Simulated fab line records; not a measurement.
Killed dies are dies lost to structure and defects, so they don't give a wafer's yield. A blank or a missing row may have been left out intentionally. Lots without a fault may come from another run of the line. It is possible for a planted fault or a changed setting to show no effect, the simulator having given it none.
Which tool was responsible? / flow n5 finfet / 9 lots with 27 wafers sampled at 5 steps, on a route of 1938 steps

== WHAT EACH GAUGE READ, for each wafer ==
N5_BEOL_M12_THK_MEAS_01.
lot=L544; measured=day 11 14:07; on=film metro-02; M12_ILD_THK (nm)=651 666 668
lot=L545; measured=day 11 22:44; on=film metro-02; M12_ILD_THK (nm)=650 660 665
lot=L547; measured=day 13 01:38; on=film metro-01; M12_ILD_THK (nm)=660 675 669
lot=L551; measured=day 13 14:56; on=film metro-02; M12_ILD_THK (nm)=652 648 663
lot=L550; measured=day 13 22:27; on=film metro-02; M12_ILD_THK (nm)=647 645 652
lot=L555; measured=day 14 09:51; on=film metro-01; M12_ILD_THK (nm)=642 657 653
lot=L561; measured=day 16 17:29; on=film metro-01; M12_ILD_THK (nm)=657 758 772
lot=L564; measured=day 16 20:47; on=film metro-02; M12_ILD_THK (nm)=648 661 658
lot=L566; measured=day 18 01:49; on=film metro-02; M12_ILD_THK (nm)=659 667 665

== EACH LOT AND THE TOOL THAT RAN IT (in order: tool; ch and the chambers of the sampled wafers; start) ==
lot=L544; N5_BEOL_M11_TRENCH_ETCH_37=rie diel-01 ch 0,3, day 11 13:52 or earlier; N5_BEOL_M11_STRIP_77=rie diel-01 ch 0,3, day 11 13:52 or earlier; N5_BEOL_M11_DEP_56=pecvd-03 ch 0,1,2, day 11 13:52; N5_BEOL_M12_ILD_DEP_00=pecvd-04 ch 0,1,2, day 11 13:59
lot=L545; N5_BEOL_M11_TRENCH_ETCH_37=rie diel-03 ch 0,1,2, day 11 22:29 or earlier; N5_BEOL_M11_STRIP_77=rie diel-03 ch 0,1,2, day 11 22:29 or earlier; N5_BEOL_M11_DEP_56=pecvd-04 ch 0,1, day 11 22:29; N5_BEOL_M12_ILD_DEP_00=pecvd-01 ch 1,2, day 11 22:36
lot=L547; N5_BEOL_M11_TRENCH_ETCH_37=rie diel-03 ch 1,2, day 13 01:22 or earlier; N5_BEOL_M11_STRIP_77=rie diel-03 ch 1,2, day 13 01:22 or earlier; N5_BEOL_M11_DEP_56=pecvd-04 ch 0,1, day 13 01:22; N5_BEOL_M12_ILD_DEP_00=pecvd-04 ch 0,2, day 13 01:30
lot=L551; N5_BEOL_M11_TRENCH_ETCH_37=rie diel-06 ch 0,2, day 13 14:40 or earlier; N5_BEOL_M11_STRIP_77=rie diel-06 ch 0,2, day 13 14:40 or earlier; N5_BEOL_M11_DEP_56=pecvd-01 ch 0,1, day 13 14:40; N5_BEOL_M12_ILD_DEP_00=pecvd-02 ch 1,2, day 13 14:49
lot=L550; N5_BEOL_M11_TRENCH_ETCH_37=rie diel-06 ch 0,2, day 13 22:12 or earlier; N5_BEOL_M11_STRIP_77=rie diel-06 ch 0,2, day 13 22:12 or earlier; N5_BEOL_M11_DEP_56=pecvd-03 ch 0,1, day 13 22:12; N5_BEOL_M12_ILD_DEP_00=pecvd-01 ch 0,1,2, day 13 22:19
lot=L555; N5_BEOL_M11_TRENCH_ETCH_37=rie diel-03 ch 0,2,3, day 14 09:35 or earlier; N5_BEOL_M11_STRIP_77=rie diel-03 ch 0,2,3, day 14 09:35 or earlier; N5_BEOL_M11_DEP_56=pecvd-03 ch 0,1, day 14 09:35; N5_BEOL_M12_ILD_DEP_00=pecvd-01 ch 1,2, day 14 09:43
lot=L561; N5_BEOL_M11_TRENCH_ETCH_37=rie diel-06 ch 2,3, day 16 17:14 or earlier; N5_BEOL_M11_STRIP_77=rie diel-06 ch 2,3, day 16 17:14 or earlier; N5_BEOL_M11_DEP_56=pecvd-01 ch 1,2, day 16 17:14; N5_BEOL_M12_ILD_DEP_00=pecvd-04 ch 1,2, day 16 17:22
lot=L564; N5_BEOL_M11_TRENCH_ETCH_37=rie diel-06 ch 0,1, day 16 20:32 or earlier; N5_BEOL_M11_STRIP_77=rie diel-06 ch 0,1, day 16 20:32 or earlier; N5_BEOL_M11_DEP_56=pecvd-03 ch 0,1, day 16 20:32; N5_BEOL_M12_ILD_DEP_00=pecvd-01 ch 0,1,2, day 16 20:40
lot=L566; N5_BEOL_M11_TRENCH_ETCH_37=rie diel-03 ch 2,3, day 18 01:34 or earlier; N5_BEOL_M11_STRIP_77=rie diel-03 ch 2,3, day 18 01:34 or earlier; N5_BEOL_M11_DEP_56=pecvd-03 ch 0,1,2, day 18 01:34; N5_BEOL_M12_ILD_DEP_00=pecvd-02 ch 0,1, day 18 01:41
- N5_BEOL_M11_TRENCH_ETCH_37: etches SiCOH lowk in C4F6/O2, target depth 148.83 nm, time 48 s.
- N5_BEOL_M11_STRIP_77: strips in N2/H2, time 10 s.
- N5_BEOL_M11_DEP_56: deposits SiCN from 3MS/NH3, target thk 30 nm, time 10.5 s.
- N5_BEOL_M12_ILD_DEP_00: deposits SiOC from DEMS/O2, target thk 658.92 nm, time 130.7 s.

== AS READ BY THE TOOLS THEMSELVES (means over the sampled wafers that have a number; for cases with no such wafer, the mark the record gives instead) ==
N5_BEOL_M11_TRENCH_ETCH_37.
lot=L544; tool=rie diel-01; drypump motor current A (A)=5.5; oes product au (a.u.)=0.77; rf vpp V (V)=665; showerhead plenum p Torr (Torr)=2.79; throttle valve pct (%)=20.85
lot=L545; tool=rie diel-03; drypump motor current A (A)=5.4; oes product au (a.u.)=0.73; rf vpp V (V)=660; showerhead plenum p Torr (Torr)=2.76; throttle valve pct (%)=21.02
lot=L547; tool=rie diel-03; drypump motor current A (A)=5.3; oes product au (a.u.)=0.73; rf vpp V (V)=668; showerhead plenum p Torr (Torr)=2.77; throttle valve pct (%)=21.27
lot=L551; tool=rie diel-06; drypump motor current A (A)=5.8; oes product au (a.u.)=0.79; rf vpp V (V)=673; showerhead plenum p Torr (Torr)=2.93; throttle valve pct (%)=20.63
lot=L550; tool=rie diel-06; drypump motor current A (A)=5.8; oes product au (a.u.)=0.79; rf vpp V (V)=673; showerhead plenum p Torr (Torr)=2.93; throttle valve pct (%)=20.64
lot=L555; tool=rie diel-03; drypump motor current A (A)=5.5; oes product au (a.u.)=0.79; rf vpp V (V)=663; showerhead plenum p Torr (Torr)=2.81; throttle valve pct (%)=21.08
lot=L561; tool=rie diel-06; drypump motor current A (A)=5.4; oes product au (a.u.)=0.87; rf vpp V (V)=668; showerhead plenum p Torr (Torr)=3.00; throttle valve pct (%)=20.61
lot=L564; tool=rie diel-06; drypump motor current A (A)=5.7; oes product au (a.u.)=0.81; rf vpp V (V)=670; showerhead plenum p Torr (Torr)=2.87; throttle valve pct (%)=20.70
lot=L566; tool=rie diel-03; drypump motor current A (A)=5.4; oes product au (a.u.)=0.75; rf vpp V (V)=670; showerhead plenum p Torr (Torr)=2.81; throttle valve pct (%)=21.36

N5_BEOL_M11_STRIP_77.
lot=L544; tool=rie diel-01; drypump motor current A (A)=5.5; oes product au (a.u.)=0.77; rf vpp V (V)=59.3; showerhead plenum p Torr (Torr)=2.49; throttle valve pct (%)=23.65
lot=L545; tool=rie diel-03; drypump motor current A (A)=5.4; oes product au (a.u.)=0.73; rf vpp V (V)=57.9; showerhead plenum p Torr (Torr)=2.45; throttle valve pct (%)=23.53
lot=L547; tool=rie diel-03; drypump motor current A (A)=5.3; oes product au (a.u.)=0.72; rf vpp V (V)=58.5; showerhead plenum p Torr (Torr)=2.45; throttle valve pct (%)=23.88
lot=L551; tool=rie diel-06; drypump motor current A (A)=5.8; oes product au (a.u.)=0.79; rf vpp V (V)=59.9; showerhead plenum p Torr (Torr)=2.63; throttle valve pct (%)=23.62
lot=L550; tool=rie diel-06; drypump motor current A (A)=5.8; oes product au (a.u.)=0.79; rf vpp V (V)=59.1; showerhead plenum p Torr (Torr)=2.63; throttle valve pct (%)=23.62
lot=L555; tool=rie diel-03; drypump motor current A (A)=5.5; oes product au (a.u.)=0.78; rf vpp V (V)=59.8; showerhead plenum p Torr (Torr)=2.50; throttle valve pct (%)=23.72
lot=L561; tool=rie diel-06; drypump motor current A (A)=5.4; oes product au (a.u.)=0.87; rf vpp V (V)=60.1; showerhead plenum p Torr (Torr)=2.69; throttle valve pct (%)=23.61
lot=L564; tool=rie diel-06; drypump motor current A (A)=5.6; oes product au (a.u.)=0.82; rf vpp V (V)=59.7; showerhead plenum p Torr (Torr)=2.55; throttle valve pct (%)=23.43
lot=L566; tool=rie diel-03; drypump motor current A (A)=5.4; oes product au (a.u.)=0.75; rf vpp V (V)=59.2; showerhead plenum p Torr (Torr)=2.49; throttle valve pct (%)=24.09

N5_BEOL_M11_DEP_56.
lot=L544; tool=pecvd-03; chamber pressure Torr (Torr)=2.999; showerhead plenum p Torr (Torr)=4.154; showerhead vpp V (V)=1663; throttle valve pct (%)=18.2
lot=L545; tool=pecvd-04; chamber pressure Torr (Torr)=3.006; showerhead plenum p Torr (Torr)=4.173; showerhead vpp V (V)=1608; throttle valve pct (%)=17.8
lot=L547; tool=pecvd-04; chamber pressure Torr (Torr)=3.004; showerhead plenum p Torr (Torr)=4.165; showerhead vpp V (V)=1608; throttle valve pct (%)=18.1
lot=L551; tool=pecvd-01; chamber pressure Torr (Torr)=3.003; showerhead plenum p Torr (Torr)=4.161; showerhead vpp V (V)=1577; throttle valve pct (%)=18.1
lot=L550; tool=pecvd-03; chamber pressure Torr (Torr)=2.997; showerhead plenum p Torr (Torr)=4.169; showerhead vpp V (V)=1782; throttle valve pct (%)=19.7
lot=L555; tool=pecvd-03; chamber pressure Torr (Torr)=2.994; showerhead plenum p Torr (Torr)=4.169; showerhead vpp V (V)=1785; throttle valve pct (%)=19.6
lot=L561; tool=pecvd-01; chamber pressure Torr (Torr)=3.000; showerhead plenum p Torr (Torr)=4.163; showerhead vpp V (V)=1593; throttle valve pct (%)=19.6
lot=L564; tool=pecvd-03; chamber pressure Torr (Torr)=2.996; showerhead plenum p Torr (Torr)=4.171; showerhead vpp V (V)=1716; throttle valve pct (%)=18.4
lot=L566; tool=pecvd-03; chamber pressure Torr (Torr)=3.002; showerhead plenum p Torr (Torr)=4.171; showerhead vpp V (V)=1673; throttle valve pct (%)=18.5

N5_BEOL_M12_ILD_DEP_00.
lot=L544; tool=pecvd-04; chamber pressure Torr (Torr)=4.998; heater power outer w (W)=234; heater power w (W)=440; run length s (s)=176.0; showerhead plenum p Torr (Torr)=5.709; showerhead vpp V (V)=1355; throttle valve pct (%)=12.0
lot=L545; tool=pecvd-01; chamber pressure Torr (Torr)=4.999; heater power outer w (W)=173; heater power w (W)=354; run length s (s)=176.7; showerhead plenum p Torr (Torr)=5.701; showerhead vpp V (V)=1346; throttle valve pct (%)=12.8
lot=L547; tool=pecvd-04; chamber pressure Torr (Torr)=4.998; heater power outer w (W)=254; heater power w (W)=469; run length s (s)=176.6; showerhead plenum p Torr (Torr)=5.688; showerhead vpp V (V)=1323; throttle valve pct (%)=11.6
lot=L551; tool=pecvd-02; chamber pressure Torr (Torr)=5.008; heater power outer w (W)=269; heater power w (W)=490; run length s (s)=176.0; showerhead plenum p Torr (Torr)=5.696; showerhead vpp V (V)=1346; throttle valve pct (%)=12.6
lot=L550; tool=pecvd-01; chamber pressure Torr (Torr)=5.004; heater power outer w (W)=185; heater power w (W)=368; run length s (s)=175.7; showerhead plenum p Torr (Torr)=5.690; showerhead vpp V (V)=1350; throttle valve pct (%)=12.3
lot=L555; tool=pecvd-01; chamber pressure Torr (Torr)=4.997; heater power outer w (W)=172; heater power w (W)=348; run length s (s)=176.1; showerhead plenum p Torr (Torr)=5.700; showerhead vpp V (V)=1358; throttle valve pct (%)=12.9
lot=L561; tool=pecvd-04; chamber pressure Torr (Torr)=4.995; heater power outer w (W)=249; heater power w (W)=456; run length s (s)=190.0; showerhead plenum p Torr (Torr)=5.708; showerhead vpp V (V)=1417; throttle valve pct (%)=12.3
lot=L564; tool=pecvd-01; chamber pressure Torr (Torr)=4.998; heater power outer w (W)=181; heater power w (W)=359; run length s (s)=176.0; showerhead plenum p Torr (Torr)=5.700; showerhead vpp V (V)=1346; throttle valve pct (%)=12.3
lot=L566; tool=pecvd-02; chamber pressure Torr (Torr)=4.994; heater power outer w (W)=209; heater power w (W)=395; run length s (s)=175.7; showerhead plenum p Torr (Torr)=5.685; showerhead vpp V (V)=1395; throttle valve pct (%)=12.6

== THE ANSWER, worked out from the rows above alone ==
Rule: the usual values come from the lots themselves. Put in order of their means at a reading, lots are off if they are a third of the lots or fewer, leave a main group of 4 or more, and stand apart from it by a gap of 3 or more times the standard deviation of the main group's means; of several such gaps the widest counts. A main group whose means are all the same, to the digits that the tables above print for the reading, isn't used. Also off: a lot with no number at a reading for which 4 or more lots have one. The other lots that the step has rows for count as sound. The gauges are gone through in route order, then the tools' own readings, and for those a lot's mean is taken as printed above. At the first step where some lot is off, the reading lying furthest off is the one used; lots without a number count as furthest.
Off: at N5_BEOL_M12_THK_MEAS_01 (M12_ILD_THK), L561. Mean 658 nm and standard deviation 6.3 in the main group.
If a tool, at a process step before that reading, ran all the lots that are off and no sound lot after the first of them, it fits. The gauges at N5_BEOL_M12_THK_MEAS_01 aren't tried: what is off there is off at N5_BEOL_M11_DEP_56 too, on other tools, and a gauge's error can't cause that. Because N5_BEOL_M11_TRENCH_ETCH_37 lacks a start for some lots, the hours and order of its lots are taken from N5_BEOL_M11_DEP_56. Because N5_BEOL_M11_STRIP_77 lacks a start for some lots, the hours and order of its lots are taken from N5_BEOL_M11_DEP_56. Can't be told from this: 2 tools fit, pecvd-01 at N5_BEOL_M11_DEP_56, pecvd-04 at N5_BEOL_M12_ILD_DEP_00.

== WHAT THE SIMULATOR HAD PUT IN ==
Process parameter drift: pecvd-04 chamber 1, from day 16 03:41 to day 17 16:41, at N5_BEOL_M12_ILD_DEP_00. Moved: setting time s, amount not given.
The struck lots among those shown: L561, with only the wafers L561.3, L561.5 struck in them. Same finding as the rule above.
